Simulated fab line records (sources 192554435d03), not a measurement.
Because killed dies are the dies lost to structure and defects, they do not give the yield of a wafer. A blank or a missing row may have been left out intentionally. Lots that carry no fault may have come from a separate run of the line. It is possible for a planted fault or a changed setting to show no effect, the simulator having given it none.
The tool behind it: which one? ; flow n5-finfet ; 33 wafers from 11 lots sampled at 5 of the route's 1938 steps

## WHAT EACH GAUGE READ, for each wafer
N5_BEOL_M4_RC_MEAS_101.
lot;measured;on;DIBL_N (mV/V)
L658;day 7 20:03;prober-01;34.9 34.5 37.4
L657;day 8 10:10;prober-01;33.5 36.6 33.2
L659;day 8 10:22;prober-02;36.0 34.5 38.5
L660;day 8 13:14;prober-02;36.0 34.5 36.4
L661;day 9 03:16;prober-02;36.6 35.1 37.3
L663;day 9 12:04;prober-01;37.1 35.5 35.7
L667;day 10 10:15;prober-02;37.5 35.7 35.2
L668;day 10 17:23;prober-01;37.6 36.9 36.2
L670;day 11 21:37;prober-02;36.3 36.7 35.4
L672;day 12 01:44;prober-01;37.8 36.9 35.8
L680;day 13 20:43;prober-01;35.2 35.4 36.6

## EACH LOT AND THE TOOL THAT RAN IT (in order: tool; ch and the chambers of the sampled wafers; start)
lot;N5_BEOL_M1_ANNEAL_51;N5_BEOL_M1_DEP_57;N5_BEOL_M2_HM_DEP_02;N5_BEOL_M2_COAT_05
L658;rtp-anneal-02 ch 0, day 6 09:20;pecvd-03 ch 1,2, day 6 10:06;pvd-sputter-01, day 6 11:12;litho-track-04 ch 0, day 6 11:20
L657;rtp-anneal-02 ch 0, day 6 10:35;pecvd-01 ch 0,1, day 6 11:20;pvd-sputter-02, day 6 12:13;litho-track-02 ch 0, day 6 12:21
L659;rtp-anneal-01 ch 0, day 6 17:15;pecvd-01 ch 1,2, day 6 18:02;pvd-sputter-03, day 6 18:42;litho-track-02 ch 0, day 6 18:50
L660;rtp-anneal-02 ch 0, day 7 00:35;pecvd-03 ch 0,1,2, day 7 01:23;pvd-sputter-02, day 7 02:23;litho-track-01 ch 0, day 7 02:31
L661;rtp-anneal-01 ch 0, day 7 08:44;pecvd-03 ch 0,1, day 7 09:31;pvd-sputter-02, day 7 10:22;litho-track-02 ch 0, day 7 10:30
L663;rtp-anneal-02 ch 0, day 7 18:10;pecvd-03 ch 0,2, day 7 18:55;pvd-sputter-01, day 7 19:53;litho-track-02 ch 0, day 7 20:01
L667;rtp-anneal-01 ch 0, day 9 04:13;pecvd-03 ch 0,1, day 9 05:00;pvd-sputter-02, day 9 06:19;litho-track-04 ch 0, day 9 06:26
L668;rtp-anneal-01 ch 0, day 9 14:06;pecvd-04 ch 0,1,2, day 9 15:31;pvd-sputter-03, day 9 17:10;litho-track-04 ch 0, day 9 17:18
L670;rtp-anneal-02 ch 0, day 10 12:55;pecvd-04 ch 0,1,2, day 10 13:44;pvd-sputter-01, day 10 14:04;litho-track-04 ch 0, day 10 14:11
L672;rtp-anneal-01 ch 0, day 10 19:11;pecvd-03 ch 1, day 10 19:59;pvd-sputter-03, day 10 21:05;litho-track-04 ch 0, day 10 21:14
L680;rtp-anneal-01 ch 0, day 12 08:29;pecvd-01 ch 0,1,2, day 12 09:25;pvd-sputter-03, day 12 10:02;litho-track-01 ch 0, day 12 10:10
- N5_BEOL_M1_ANNEAL_51: time 90 s.
- N5_BEOL_M1_DEP_57: deposits SiCN from 3MS/NH3, target thk 8 nm, time 14 s.
- N5_BEOL_M2_HM_DEP_02: deposits TiN, target thk 20 nm.
- N5_BEOL_M2_COAT_05: resist thk 30 nm.

## THE ANSWER, worked out from the rows above alone
Rule: what is usual is taken from the lots themselves. Put in order of their means at a reading, lots are off if they are a third of the lots or fewer, leave a main group of 4 or more, and stand apart from it by a gap of 3 or more times the standard deviation of the main group's means; of several such gaps the widest counts. Not used: any main group whose means are identical at the precision the tables above print for the reading. Also off: a lot with no number at a reading for which 4 or more lots have one. All remaining lots with rows at the step are treated as sound.
None of the lots is off at any reading shown; this tells nothing.

## WHAT HAD BEEN PUT IN BY THE SIMULATOR
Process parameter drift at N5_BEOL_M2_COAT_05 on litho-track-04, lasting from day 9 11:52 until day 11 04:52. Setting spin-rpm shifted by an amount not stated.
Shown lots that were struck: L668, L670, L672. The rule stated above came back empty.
